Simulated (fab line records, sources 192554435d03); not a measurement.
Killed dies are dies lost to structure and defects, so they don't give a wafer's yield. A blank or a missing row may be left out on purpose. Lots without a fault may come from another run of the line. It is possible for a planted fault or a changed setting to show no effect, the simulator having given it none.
Code-filled problem report in 8D (eight disciplines) form    flow n5 finfet    the parts of the form that need people (team, actions taken, sign-off) are left out

== 1. PROBLEM STATEMENT ==
Across 9 wafers from 3 lots, MD_CAP_THK at N5_MOL_CONTACT_COAG_THK_MEAS_29 averages 19.99 nm, while fault-free wafers read 17.93 nm with a standard deviation of 0.077. Measured from the usual mean, that is +27 standard deviations.
Seen first at day 8 17:01 on film metro-01, wafer L324.1. The record holds 24 wafers of 8 lots with a number at this step. The rule behind "out" and "out of limits": a value lying over 4 standard deviations away from the usual mean. The rest of the wafers with a number are treated as sound.

== 2. WHAT THIS IS AND IS NOT ==
question                     is                            is not
which readings at this step  MD_CAP_THK                    -
which lots                   L324, L325, L326              L317, L328, L330, L332, L333
which wafers of those lots   all that have a number        -
read on which gauges         film metro-01, film metro-02  -
when                         from day 8 17:01              up to then (3 sound wafers); but 12 sound wafers of L328, L330, L332, L333 came after

== 3. SUSPECTS, AND WHAT RULES EACH OUT ==
Counting: any tool at a process step up to the reading is kept as a suspect provided that every lot that is out went through it and no sound lot did after the first of them.
- the gauge at N5_MOL_CONTACT_COAG_THK_MEAS_29 is ruled out. The wafers that are out were read on 2 gauges (film metro-01, film metro-02).
- pvd sputter-03 at N5_MOL_CONTACT_COAG_SPUTTER_130 (material Co, target thk 47.5 nm): ruled out as a lasting fault. After its first lot that is out, L324 (day 8 14:06), sound lots L330, L333 ran on it.
- cmp-02 at N5_MOL_CONTACT_COAG_CMP_23 (polishes, stops on SiO2, t overpolish 1.5 s, target thk 0 nm): ruled out as a lasting fault. After its first lot that is out, L324 (day 8 14:20), sound lots L328, L332, L333 ran on it.
Left after counting: nothing in the record.

== 4. THE CAUSE (what the simulator had put in) ==
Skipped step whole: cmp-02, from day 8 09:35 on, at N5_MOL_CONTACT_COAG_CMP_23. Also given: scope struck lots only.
It was ruled out by counting, in error; the rule expects a fault to strike all lots run on its tool from its start on, and this fault did not.

== 5. SEQUENCE OF EFFECTS, ordered by route ==
Each row: a reading whose mean over the struck wafers that have a number lies more than 3 standard deviations from the usual. Only readings for which the record gives a usual standard deviation are gone through. hours: the time from each lot's start at the first step in this table that gives one to its start at this step, as a median over the lots. sigmas: the change in usual standard deviations.
hours  step                             reading             usual     on struck wafers  change  sigmas
0      N5_MOL_CONTACT_COAG_THK_MEAS_29  MD_CAP_THK          17.93 nm  19.99             +2.06   +27
2      N5_MOL_CONTACT_COAG_ETCH_47      etch rf on time s   31.3 s    34.9              +3.6    +5.6
204    N5_PASSIVATION_PROBE_49          killed at contacts  13        1094              +1081   +99 or more
204    N5_PASSIVATION_PROBE_49          killed dies         102       1180              +1078   +63
204    N5_PASSIVATION_PROBE_49          killed on rim       13        152               +139    +34
Its process steps:
- N5_MOL_CONTACT_COAG_ETCH_47: etches SiNx in CH3F/O2, stops on W, target depth 27 nm.
- N5_PASSIVATION_PROBE_49
Readings that are blank on the struck wafers while sound wafers have them: edge zone pressure frac at N5_MOL_CONTACT_COAG_CMP_23; head pressure psi at N5_MOL_CONTACT_COAG_CMP_23; motor current A at N5_MOL_CONTACT_COAG_CMP_23; overpolish run s at N5_MOL_CONTACT_COAG_CMP_23; slurry filter dp kPa at N5_MOL_CONTACT_COAG_CMP_23; time to endpoint s at N5_MOL_CONTACT_COAG_CMP_23.

== 6. WHAT WOULD HAVE CAUGHT IT SOONER ==
In this record the first reading out of limits at a measuring or inspecting step was taken at day 8 17:01, 7 hours after the fault began at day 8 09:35.
At N5_MOL_CONTACT_COAG_CMP_23 the tool's readings are blank on the struck wafers, where sound wafers have them: an empty tool record is the first sign, and it was there at once.
